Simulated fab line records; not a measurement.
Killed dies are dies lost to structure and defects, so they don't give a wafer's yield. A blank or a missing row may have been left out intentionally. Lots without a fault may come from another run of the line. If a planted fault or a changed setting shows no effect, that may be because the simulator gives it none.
fab line records	flow n5_finfet
record: lots: 6	wafers: 18	last_day: 17
route steps=1938 shown BEOL_M3@998 BEOL_M4@1111 PASSIVATION@1936
lots that met no fault: from a run of the same line without faults
start_h: start of the lot's first displayed wafer, in hours after the record's first day	wait_h: hours from the lot's prior step to this one	" repeats the value in the row above	L1.1+2: a row that stands for several wafers	- no value, or no start was given	* or withheld: withheld	< > ~ a bound
route shown NAME@n: a module of which the file shows steps, and the number in the route of the first	usual: mean/standard deviation of fault-free wafers	same: alike in all rows	chamber/n: place in a boat	sites: per-site readings	_std_site: standard deviation of those values	_edge_site: the outer-site mean with the inner-site mean subtracted	radius_mm: for every site, how far away it sits from the centre of the wafer	mask NAME#n: copy n	behind: tool/chamber where the wafer was last shaped	hold: why the lot was held/for how many hours/how that ended	device: transistor that didn't switch, given as n, p or np	end of line: the route-end tests of the same wafers	a step with no rows: only its recipe	killed: the dies lost at the first sort to structure and to defects; this is not the yield of the wafer	map: a wafer's dies, x killed, . not, _ none there
set.NAME: the setting that was run; set.NAME@STEP: the one run at that earlier step	model.NAME: the simulator's own value behind a step, which no gauge read
certain route steps with their lots: each step a table, each wafer a row
== steps ==
step: N5_BEOL_M3_SPUTTER_81
recipe: material: Cu	target_thk_a: 45	temp_c: -20	chamber_pressure_pa: 0.07	power_w: withheld	time_s: 8.29
step: N5_BEOL_M3_ANNEAL_82
recipe: temp_c: 400	time_s: 240	ambient: vacuum
step: N5_BEOL_M3_SPUTTER_86
recipe: material: Cu	target_thk_a: 45	temp_c: -20	chamber_pressure_pa: 0.07	power_w: withheld	time_s: 8.29
step: N5_BEOL_M3_ANNEAL_87
recipe: temp_c: 400	time_s: 240	ambient: vacuum
step: N5_BEOL_M3_SPUTTER_88
recipe: material: Cu	target_thk_a: 45	temp_c: -20	chamber_pressure_pa: 0.07	power_w: withheld	time_s: 8.29
step: N5_BEOL_M3_ANNEAL_89
recipe: temp_c: 400	time_s: 240	ambient: vacuum
usual: heater_power_w: 847/89
lot.wafer	tool	chamber	start_h	wait_h	heater_power_w
L999.2	pvd_sputter-01	-	191.82	0.0	913
L999.3	"	-	"	"	711
L999.5	"	-	"	"	937
L108.2	pvd_sputter-01	-	244.79	0.0	900
L108.4	"	-	"	"	721
L108.5	"	-	"	"	959
L107.1	pvd_sputter-01	-	251.49	0.0	809
L107.4	"	-	"	"	938
L107.5	"	-	"	"	737
L109.1	pvd_sputter-02	-	253.61	0.0	810
L109.2	"	-	"	"	751
L109.3	"	-	"	"	960
L113.2	pvd_sputter-02	-	279.94	0.0	902
L113.5	"	-	"	"	809
L113.6	"	-	"	"	764
L115.2	pvd_sputter-03	-	292.23	0.0	760
L115.3	"	-	"	"	858
L115.6	"	-	"	"	742
step: N5_BEOL_M3_SPUTTER_90
recipe: material: Cu	target_thk_a: 45	temp_c: -20	chamber_pressure_pa: 0.07	power_w: withheld	time_s: 8.29
usual: chamber_pressure_pa: 0.07002/0.00014	chuck_gas_flow_sccm: 1.26/0.048	throttle_valve_pct: 29.6/1.2
lot.wafer	tool	chamber	start_h	wait_h	chamber_pressure_pa	chuck_gas_flow_sccm	throttle_valve_pct
L999.2	pvd_sputter-01	-	191.96	0.1	0.07019	1.27	30.5
L999.3	"	-	"	"	0.06971	1.32	28.2
L999.5	"	-	"	"	0.06992	1.29	31.4
L108.2	pvd_sputter-01	-	244.93	0.1	0.06999	1.15	30.3
L108.4	"	-	"	"	0.07018	1.31	28.4
L108.5	"	-	"	"	0.07013	1.36	31.2
L107.1	pvd_sputter-01	-	251.63	0.1	0.06994	1.26	29.2
L107.4	"	-	"	"	0.06988	1.24	31.1
L107.5	"	-	"	"	0.07006	1.26	28.6
L109.1	pvd_sputter-02	-	253.75	0.1	0.06995	1.33	27.9
L109.2	"	-	"	"	0.06977	1.26	29.6
L109.3	"	-	"	"	0.07006	1.21	29.8
L113.2	pvd_sputter-02	-	280.08	0.1	0.06963	1.27	29.2
L113.5	"	-	"	"	0.06981	1.19	27.8
L113.6	"	-	"	"	0.07016	1.21	29.7
L115.2	pvd_sputter-03	-	292.37	0.1	0.07007	1.35	28.0
L115.3	"	-	"	"	0.06988	1.26	31.2
L115.6	"	-	"	"	0.07008	1.31	32.1
step: N5_BEOL_M3_ANNEAL_91
recipe: temp_c: 400	time_s: 240	ambient: vacuum
step: N5_BEOL_M3_SPUTTER_92
recipe: material: Cu	target_thk_a: 45	temp_c: -20	chamber_pressure_pa: 0.07	power_w: withheld	time_s: 8.29
usual: chamber_pressure_pa: 0.07001/0.00014	chuck_gas_flow_sccm: 1.27/0.047	throttle_valve_pct: 29.6/1.2
lot.wafer	tool	chamber	start_h	wait_h	chamber_pressure_pa	chuck_gas_flow_sccm	throttle_valve_pct
L999.2	pvd_sputter-01	-	192.18	0.1	0.06998	1.20	30.0
L999.3	"	-	"	"	0.06993	1.30	28.2
L999.5	"	-	"	"	0.07015	1.19	31.1
L108.2	pvd_sputter-01	-	245.15	0.1	0.06997	1.22	30.6
L108.4	"	-	"	"	0.07007	1.31	28.6
L108.5	"	-	"	"	0.06995	1.23	31.1
L107.1	pvd_sputter-01	-	251.85	0.1	0.07	1.24	29.3
L107.4	"	-	"	"	0.07032	1.28	31.5
L107.5	"	-	"	"	0.06992	1.37	28.3
L109.1	pvd_sputter-02	-	253.97	0.1	0.06997	1.29	27.8
L109.2	"	-	"	"	0.06993	1.20	29.5
L109.3	"	-	"	"	0.07005	1.25	29.8
L113.2	pvd_sputter-02	-	280.30	0.1	0.06989	1.27	29.7
L113.5	"	-	"	"	0.06983	1.29	27.7
L113.6	"	-	"	"	0.07009	1.24	29.4
L115.2	pvd_sputter-03	-	292.59	0.1	0.06986	1.24	28.0
L115.3	"	-	"	"	0.06997	1.34	31.4
L115.6	"	-	"	"	0.06999	1.20	32.3
step: N5_BEOL_M3_ANNEAL_93
recipe: temp_c: 400	time_s: 240	ambient: vacuum
usual: heater_power_w: 847/88
lot.wafer	tool	chamber	start_h	wait_h	heater_power_w
L999.2	pvd_sputter-01	-	192.26	0.0	945
L999.3	"	-	"	"	729
L999.5	"	-	"	"	914
L108.2	pvd_sputter-01	-	245.23	0.0	920
L108.4	"	-	"	"	715
L108.5	"	-	"	"	941
L107.1	pvd_sputter-01	-	251.93	0.0	832
L107.4	"	-	"	"	938
L107.5	"	-	"	"	731
L109.1	pvd_sputter-02	-	254.05	0.0	785
L109.2	"	-	"	"	750
L109.3	"	-	"	"	955
L113.2	pvd_sputter-02	-	280.38	0.0	902
L113.5	"	-	"	"	793
L113.6	"	-	"	"	737
L115.2	pvd_sputter-03	-	292.67	0.0	773
L115.3	"	-	"	"	911
L115.6	"	-	"	"	740
step: N5_BEOL_M3_SPUTTER_94
recipe: material: Cu	target_thk_a: 45	temp_c: -20	chamber_pressure_pa: 0.07	power_w: withheld	time_s: 8.29
usual: chamber_pressure_pa: 0.06999/0.00014	chuck_gas_flow_sccm: 1.26/0.048	throttle_valve_pct: 29.6/1.2
lot.wafer	tool	chamber	start_h	wait_h	chamber_pressure_pa	chuck_gas_flow_sccm	throttle_valve_pct
L999.2	pvd_sputter-01	-	192.40	0.1	0.07001	1.27	30.5
L999.3	"	-	"	"	0.06987	1.18	28.4
L999.5	"	-	"	"	0.07003	1.27	31.2
L108.2	pvd_sputter-01	-	245.37	0.1	0.07009	1.28	30.2
L108.4	"	-	"	"	0.06984	1.27	28.2
L108.5	"	-	"	"	0.07004	1.30	31.2
L107.1	pvd_sputter-01	-	252.07	0.1	0.06979	1.22	29.1
L107.4	"	-	"	"	0.06993	1.24	31.1
L107.5	"	-	"	"	0.06964	1.27	28.3
L109.1	pvd_sputter-02	-	254.19	0.1	0.07012	1.27	27.8
L109.2	"	-	"	"	0.06977	1.22	29.5
L109.3	"	-	"	"	0.06999	1.26	29.9
L113.2	pvd_sputter-02	-	280.52	0.1	0.07005	1.25	29.6
L113.5	"	-	"	"	0.07014	1.25	27.9
L113.6	"	-	"	"	0.07003	1.25	29.4
L115.2	pvd_sputter-03	-	292.81	0.1	0.06995	1.28	27.9
L115.3	"	-	"	"	0.07009	1.31	31.1
L115.6	"	-	"	"	0.06998	1.29	32.3
step: N5_BEOL_M3_ANNEAL_95
recipe: temp_c: 400	time_s: 240	ambient: vacuum
step: N5_BEOL_M3_SPUTTER_96
recipe: material: Cu	target_thk_a: 45	temp_c: -20	chamber_pressure_pa: 0.07	power_w: withheld	time_s: 8.29
usual: chamber_pressure_pa: 0.06999/0.00015	chuck_gas_flow_sccm: 1.26/0.05	throttle_valve_pct: 29.6/1.2
lot.wafer	tool	chamber	start_h	wait_h	chamber_pressure_pa	chuck_gas_flow_sccm	throttle_valve_pct
L999.2	pvd_sputter-01	-	192.62	0.1	0.07013	1.26	30.4
L999.3	"	-	"	"	0.07022	1.24	28.7
L999.5	"	-	"	"	0.07009	1.28	31.2
L108.2	pvd_sputter-01	-	245.59	0.1	-	-	-
L108.4	"	-	"	"	-	-	-
L108.5	"	-	"	"	-	-	-
L107.1	pvd_sputter-01	-	252.29	0.1	-	-	-
L107.4	"	-	"	"	-	-	-
L107.5	"	-	"	"	-	-	-
L109.1	pvd_sputter-02	-	254.41	0.1	0.07006	1.31	27.8
L109.2	"	-	"	"	0.07014	1.22	29.5
L109.3	"	-	"	"	0.06965	1.26	29.6
L113.2	pvd_sputter-02	-	280.74	0.1	0.07016	1.32	29.6
L113.5	"	-	"	"	0.06991	1.23	27.9
L113.6	"	-	"	"	0.06973	1.27	29.7
L115.2	pvd_sputter-03	-	293.03	0.1	0.07	1.36	28.2
L115.3	"	-	"	"	0.07008	1.32	31.4
L115.6	"	-	"	"	0.07001	1.30	32.1
step: N5_BEOL_M3_ECD_50
recipe: material: Cu	target_thk_a: 3000
step: N5_BEOL_M4_RC_MEAS_101
usual: DIBL_N: 36.3/1	DIBL_P: 36.2/1.4	IOFF_N: 0.157/0.021	IOFF_P: 0.206/0.025	ION_N: 673/9	ION_P: 461/6.4	SS_N: 71.5/0.5	SS_P: 73.2/0.47	VT_N: 249.9/2.4	VT_P: -250.6/2.9
lot.wafer	tool	chamber	start_h	wait_h	DIBL_N[mV/V]	DIBL_P[mV/V]	IOFF_N[nA/um]	IOFF_P[nA/um]	ION_N[uA/um]	ION_P[uA/um]	SS_N[mV/dec]	SS_P[mV/dec]	VT_N[mV]	VT_P[mV]
L999.2	prober-01	0	205.92	0.2	35.4	36.7	0.171	0.242	685	475	71.3	73.3	246.4	-247.5
L999.3	"	0	"	"	35.2	36.4	0.175	0.233	681	466	71.3	73.0	248.7	-247.1
L999.5	"	0	"	"	36.5	37.6	0.194	0.253	675	463	73.0	73.9	245.6	-245.2
L108.2	prober-01	0	255.78	0.2	35.6	33.8	0.126	0.183	664	460	71.2	72.9	251.8	-251.5
L108.4	"	0	"	"	35.0	33.9	0.120	0.179	667	457	70.8	73.3	252.0	-251.5
L108.5	"	0	"	"	38.7	37.9	0.177	0.247	671	464	71.3	73.9	247.2	-248.3
L107.1	prober-02	0	263.38	0.0	36.6	36.2	0.157	0.230	686	472	71.8	73.2	248.0	-243.7
L107.4	"	0	"	"	35.8	35.5	0.146	0.223	682	474	70.7	72.7	247.2	-247.0
L107.5	"	0	"	"	37.2	35.9	0.153	0.236	670	465	71.6	72.6	249.0	-248.2
L109.1	prober-02	0	268.33	0.0	35.8	37.4	0.156	0.204	668	457	71.8	73.7	249.6	-252.1
L109.2	"	0	"	"	36.3	37.3	0.171	0.208	682	462	71.4	72.8	248.6	-249.7
L109.3	"	0	"	"	36.2	36.7	0.161	0.196	676	461	71.2	72.6	249.1	-251.0
L113.2	prober-01	0	289.31	0.2	37.5	36.1	0.166	0.236	683	470	72.1	72.6	248.3	-246.5
L113.5	"	0	"	"	37.4	35.7	0.164	0.234	678	463	71.5	73.8	250.8	-245.9
L113.6	"	0	"	"	36.6	35.1	0.152	0.210	675	463	70.4	73.3	249.1	-250.4
L115.2	prober-02	0	306.72	0.2	35.5	37.7	0.165	0.194	679	464	71.2	73.0	245.6	-249.8
L115.3	"	0	"	"	37.6	40.5	0.204	0.238	683	466	72.0	74.0	246.8	-250.4
L115.6	"	0	"	"	36.9	40.0	0.204	0.231	686	463	71.8	74.2	245.4	-250.8
step: N5_PASSIVATION_PROBE_49
usual: defect_limited_yield: 91.1/1.3	killed_at_M0_to_M3: 36/10	killed_at_M4_up: 14/4.4	killed_at_contacts: 14/5.7	killed_at_front_end: 39/9.4	killed_at_other: 2.9/2.6	killed_dies: 105/15	killed_open: 70/12	killed_short: 34/7.1	sort_bin_5_function: 5.3/0.77	sort_bin_6_memory: 3.3/0.66	sort_n_pass: 1075/15	sort_yield_pct: 91.1/1.3
same: gross_dies: 1180	killed_at_back_side: 0	sort_bin_4_leakage[%]: 0	sort_bin_8_speed[%]: 0
lot.wafer	tool	chamber	start_h	wait_h	defect_limited_yield[%]	killed_at_M0_to_M3	killed_at_M4_up	killed_at_contacts	killed_at_front_end	killed_at_other	killed_dies	killed_open	killed_short	sort_bin_5_function[%]	sort_bin_6_memory[%]	sort_n_pass	sort_yield_pct[%]
L999.2	prober-01	-	308.58	0.1	91.5	43	9	13	34	1	100	59	36	5.2	3.1	1080	91.5
L999.3	prober-01	-	308.63	0.1	92.4	34	19	12	22	3	90	54	34	4.8	2.4	1090	92.4
L999.5	prober-01	-	308.73	0.2	89.9	55	18	12	32	2	119	81	33	7.0	2.7	1061	89.9
L108.2	prober-02	-	351.99	0.1	91.4	29	8	24	41	0	102	72	26	5.7	2.8	1078	91.4
L108.4	prober-02	-	352.09	0.2	90.8	48	13	16	31	1	109	74	25	5.1	3.7	1071	90.8
L108.5	prober-02	-	352.14	0.2	90.8	44	12	9	41	2	108	70	32	5.9	3.0	1072	90.8
L107.1	prober-02	-	361.79	0.0	94.0	26	11	6	27	1	71	43	20	4.0	1.9	1109	94.0
L107.4	prober-02	-	361.94	0.2	90.7	51	12	12	32	3	110	72	29	5.4	3.7	1070	90.7
L107.5	prober-02	-	361.99	0.2	91.9	38	12	6	37	3	96	48	41	4.4	3.6	1084	91.9
L109.1	prober-02	-	362.75	0.0	92.4	25	16	15	33	1	90	64	24	4.9	2.5	1090	92.4
L109.2	prober-02	-	362.80	0.1	91.1	29	13	15	46	2	105	65	38	5.4	3.1	1075	91.1
L109.3	prober-02	-	362.85	0.1	90.8	27	9	10	59	3	108	74	30	4.9	3.6	1072	90.8
L113.2	prober-01	-	384.54	0.1	90.2	39	17	27	30	3	116	86	27	6.3	3.2	1064	90.2
L113.5	prober-01	-	384.69	0.2	90.1	49	15	10	41	2	117	90	24	5.1	4.7	1063	90.1
L113.6	prober-01	-	384.74	0.3	91.2	44	5	26	29	0	104	62	42	5.7	2.9	1076	91.2
L115.2	prober-01	-	403.79	0.1	90.0	32	14	18	47	7	118	85	33	6.0	3.4	1062	90.0
L115.3	prober-01	-	403.84	0.1	91.3	16	9	20	52	6	103	65	38	5.4	2.9	1077	91.3
L115.6	prober-01	-	403.99	0.3	93.2	27	8	14	30	1	80	54	26	3.9	2.5	1100	93.2
killed by level:class
L999.2 BEOL_M1:geometric_particle:open=15 FIN_SAQP:geometric_particle:short=11 BEOL_M0_SAQP:geometric_particle:open=11 MOL_CONTACT_COAG:geometric_particle:open=10 BEOL_M0_SAQP:geometric_particle:short=9 STARTING-WAFER:geometric_particle:open=6 FIN_SAQP:geometric_particle:open=3 GATE_CUT:geometric_particle:short=3
L999.3 MOL_CONTACT_COAG:geometric_particle:open=9 BEOL_M5:geometric_particle:open=9 BEOL_M3:geometric_particle:open=8 FIN_SAQP:geometric_particle:short=7 BEOL_M1:geometric_particle:open=6 BEOL_M0_SAQP:geometric_particle:short=5 BEOL_M1:geometric_particle:short=5 BEOL_M4:geometric_particle:open=5
L999.5 BEOL_M1:geometric_particle:open=13 MOL_CONTACT_COAG:geometric_particle:open=11 FIN_SAQP:geometric_particle:short=10 BEOL_M0_SAQP:geometric_particle:open=10 BEOL_M3:geometric_particle:open=9 BEOL_M2:geometric_particle:open=8 FIN_SAQP:geometric_particle:open=7 BEOL_M4:geometric_particle:open=7
L108.2 MOL_CONTACT_COAG:geometric_particle:open=20 STI_FIN_REVEAL:geometric_particle:open=14 FIN_SAQP:geometric_particle:open=8 BEOL_M2:geometric_particle:open=7 BEOL_M3:geometric_particle:open=6 FIN_SAQP:geometric_particle:short=5 BEOL_M1:geometric_particle:open=5 MOL_CONTACT_COAG:geometric_particle:short=4
L108.4 MOL_CONTACT_COAG:geometric_particle:open=15 BEOL_M1:geometric_particle:open=10 BEOL_M2:geometric_particle:open=8 BEOL_M3:interface_void_opened=8 BEOL_M3:geometric_particle:open=7 BEOL_M4:geometric_particle:open=7 FIN_SAQP:geometric_particle:open=6 STI_FIN_REVEAL:geometric_particle:open=5
L108.5 FIN_SAQP:geometric_particle:open=11 BEOL_M1:geometric_particle:open=11 MOL_CONTACT_COAG:geometric_particle:open=8 BEOL_M0_SAQP:geometric_particle:open=8 FIN_SAQP:geometric_particle:short=6 STI_FIN_REVEAL:geometric_particle:open=6 BEOL_M2:geometric_particle:open=6 BEOL_M3:interface_void_opened=5
L107.1 BEOL_M3:interface_void_opened=8 FIN_SAQP:geometric_particle:open=6 STI_FIN_REVEAL:geometric_particle:open=6 BEOL_M0_SAQP:geometric_particle:short=5 BEOL_M0_SAQP:geometric_particle:open=5 BEOL_M3:geometric_particle:open=4 BEOL_M4:geometric_particle:open=4 FIN_CUT:geometric_particle:open=3
L107.4 BEOL_M0_SAQP:geometric_particle:open=12 MOL_CONTACT_COAG:geometric_particle:open=11 BEOL_M3:geometric_particle:open=11 FIN_SAQP:geometric_particle:open=10 BEOL_M0_SAQP:geometric_particle:short=9 BEOL_M3:interface_void_opened=7 FIN_SAQP:geometric_particle:short=6 BEOL_M4:geometric_particle:open=6
L107.5 FIN_SAQP:geometric_particle:short=17 BEOL_M0_SAQP:geometric_particle:short=10 BEOL_M0_SAQP:geometric_particle:open=10 FIN_SAQP:geometric_particle:open=7 BEOL_M3:interface_void_opened=7 MOL_CONTACT_COAG:geometric_particle:open=5 BEOL_M1:geometric_particle:open=5 BEOL_M4:geometric_particle:open=3
L109.1 MOL_CONTACT_COAG:geometric_particle:open=14 BEOL_M3:geometric_particle:open=9 BEOL_M5:geometric_particle:open=7 FIN_SAQP:geometric_particle:open=6 FIN_SAQP:geometric_particle:short=6 STI_FIN_REVEAL:geometric_particle:open=6 STARTING-WAFER:geometric_particle:open=5 GATE_CUT:geometric_particle:short=4
L109.2 MOL_CONTACT_COAG:geometric_particle:open=13 FIN_SAQP:geometric_particle:short=11 FIN_SAQP:geometric_particle:open=8 BEOL_M3:geometric_particle:open=8 BEOL_M0:geometric_particle:open=6 STI_FIN_REVEAL:geometric_particle:open=5 GATE_CUT:geometric_particle:short=5 BEOL_M3:geometric_particle:short=4
L109.3 STI_FIN_REVEAL:geometric_particle:open=14 FIN_SAQP:geometric_particle:open=12 GATE_CUT:geometric_particle:short=10 MOL_CONTACT_COAG:geometric_particle:open=10 STARTING-WAFER:geometric_particle:open=7 BEOL_M0:geometric_particle:open=5 FIN_SAQP:geometric_particle:short=4 BEOL_M0_SAQP:geometric_particle:short=4
L113.2 MOL_CONTACT_COAG:geometric_particle:open=24 BEOL_M3:geometric_particle:open=11 BEOL_M0_SAQP:geometric_particle:short=9 BEOL_M0_SAQP:geometric_particle:open=7 STI_FIN_REVEAL:geometric_particle:open=6 ILD0:geometric_particle:open=6 BEOL_M2:geometric_particle:open=4 BEOL_M4:geometric_particle:open=4
L113.5 BEOL_M3:geometric_particle:open=17 STI_FIN_REVEAL:geometric_particle:open=16 BEOL_M0_SAQP:geometric_particle:open=11 MOL_CONTACT_COAG:geometric_particle:open=8 BEOL_M4:geometric_particle:open=8 DUMMY_GATE:geometric_particle:open=5 BEOL_M2:geometric_particle:open=5 BEOL_M0_SAQP:geometric_particle:short=5
L113.6 MOL_CONTACT_COAG:geometric_particle:open=17 BEOL_M0_SAQP:geometric_particle:open=15 BEOL_M0_SAQP:geometric_particle:short=13 MOL_CONTACT_COAG:geometric_particle:short=9 BEOL_M3:geometric_particle:open=9 STI_FIN_REVEAL:geometric_particle:open=7 STARTING-WAFER:geometric_particle:open=6 ILD0:geometric_particle:short=5
L115.2 MOL_CONTACT_COAG:geometric_particle:open=14 FIN_SAQP:geometric_particle:open=13 STI_FIN_REVEAL:geometric_particle:open=12 BEOL_M0_SAQP:geometric_particle:open=8 BEOL_M0_SAQP:geometric_particle:short=8 ILD0:geometric_particle:open=6 BEOL_M3:geometric_particle:open=5 BEOL_M4:geometric_particle:open=5
L115.3 FIN_SAQP:geometric_particle:short=15 MOL_CONTACT_COAG:geometric_particle:open=14 STI_FIN_REVEAL:geometric_particle:open=10 FIN_SAQP:geometric_particle:open=8 MOL_CONTACT_COAG:geometric_particle:short=6 DUMMY_GATE:geometric_particle:open=5 BEOL_M0_SAQP:geometric_particle:open=5 BEOL_M4:geometric_particle:open=4
L115.6 MOL_CONTACT_COAG:geometric_particle:open=12 FIN_SAQP:geometric_particle:open=7 BEOL_M2:geometric_particle:open=7 BEOL_M0_SAQP:geometric_particle:short=5 BEOL_M1:geometric_particle:short=5 BEOL_M1:geometric_particle:open=5 STI_FIN_REVEAL:geometric_particle:open=4 FIN_SAQP:geometric_particle:short=3
== key ==
first_sign: step: N5_BEOL_M3_SPUTTER_96	reading: tool_record	direction: missing
effect none on later readings
met_at N5_BEOL_M3_SPUTTER_96
struck_wafers L107.1,L107.4,L107.5,L108.2,L108.4,L108.5
onset_between 192.62 245.59
fault: kind: skipped_step_whole	tool: pvd_sputter-01	chamber: -	onset_h: 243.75	steps: N5_BEOL_M3_SPUTTER_96	scope: struck_lots_only
